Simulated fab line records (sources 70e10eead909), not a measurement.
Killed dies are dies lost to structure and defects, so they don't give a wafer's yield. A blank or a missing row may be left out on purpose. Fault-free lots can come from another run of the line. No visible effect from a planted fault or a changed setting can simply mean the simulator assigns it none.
Code-filled problem report in 8D (eight disciplines) form / flow nand-harc / the parts of the form that need people (team, actions taken, sign-off) are left out

1. THE ISSUE
Wafers without a fault read 188.42 W, standard deviation 0.14; heater-power-total-W at NHARC_P_M2_SOFTBAKE_04 reads a mean of 199.80 W on 6 wafers belonging to 2 lots. Measured from the usual mean, that is +81 standard deviations.
The step: time 55 s.
The first sign was on wafer L469.2 at day 6 12:00, on litho-track-01. The record holds 36 wafers of 12 lots with a number at this step. By rule, "out" or "out of limits" means more than 4 standard deviations away from the usual mean. The rest of the wafers with a number are treated as sound.

2. WHAT IT IS; WHAT IT IS NOT
question=which readings at this step | is=heater-power-total-W | is not=-
question=which lots | is=L469, L474 | is not=L480, L481, L482, L483, L484, L486, L487, L488, L489, L490
question=which wafers of those lots | is=all that have a number | is not=-
question=read on which tools | is=litho-track-01 | is not=litho-track-04, litho-track-06
question=when | is=from day 6 12:00 | is not=up to then (0 sound wafers); but 30 sound wafers of L480, L481, L482, L483, L484, L486, L487, L488, L489, L490 came after

3. THE SUSPECTS, EACH WITH WHAT RULES IT OUT
Counting: a tool at any process step up to the reading remains a suspect when it ran all the lots that are out and ran no sound lot after the first of those.
- pvd-sputter-02 at NHARC_P_M1_PRE_CLEAN_30 (time 30 s): ruled out as a lasting fault. Following L469 (day 6 11:14), the first lot on it that is out, the sound lots L481, L490 were run on it. NHARC_P_M1_PRE_CLEAN_30: start missing for some lots; hours and lot order therefore follow NHARC_P_M1_CMP_23.
- cmp-04 at NHARC_P_M1_CMP_23 (polishes, t overpolish 20 s, target thk 157.82 nm): ruled out as a lasting fault. Following L469 (day 6 11:14), the first lot on it that is out, the sound lots L480, L484, L486, L487, L488, L489 were run on it.
- litho-track-01 at NHARC_P_M2_SOFTBAKE_04 (time 55 s): ruled out as a lasting fault. Following L469 (day 6 12:00), the first lot on it that is out, the sound lots L482, L486 were run on it.
Left after counting: nothing in the record.

4. THE CAUSE (what the simulator had put in)
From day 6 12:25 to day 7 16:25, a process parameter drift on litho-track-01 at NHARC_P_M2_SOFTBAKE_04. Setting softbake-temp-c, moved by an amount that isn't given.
Counting ruled it out, wrongly.

5. THE CHAIN OF EFFECTS, in route order
Each row: a reading where the mean over the struck wafers with a number is more than 3 standard deviations away from the usual. Only readings whose record carries a usual standard deviation are examined. hours: median over the lots of the time between each lot's start at the first step of this table that gives one and its start at this step. sigmas: the change, counted in usual standard deviations.
hours=0; step=NHARC_P_M2_SOFTBAKE_04; reading=heater-power-total-W; usual=188.42 W; on struck wafers=199.80; change=+11.38; sigmas=+81
Its process steps:
- NHARC_P_M2_SOFTBAKE_04: time 55 s.

6. HOW IT WOULD HAVE BEEN CAUGHT EARLIER
In this record the first reading out of limits was taken at day 6 12:00.
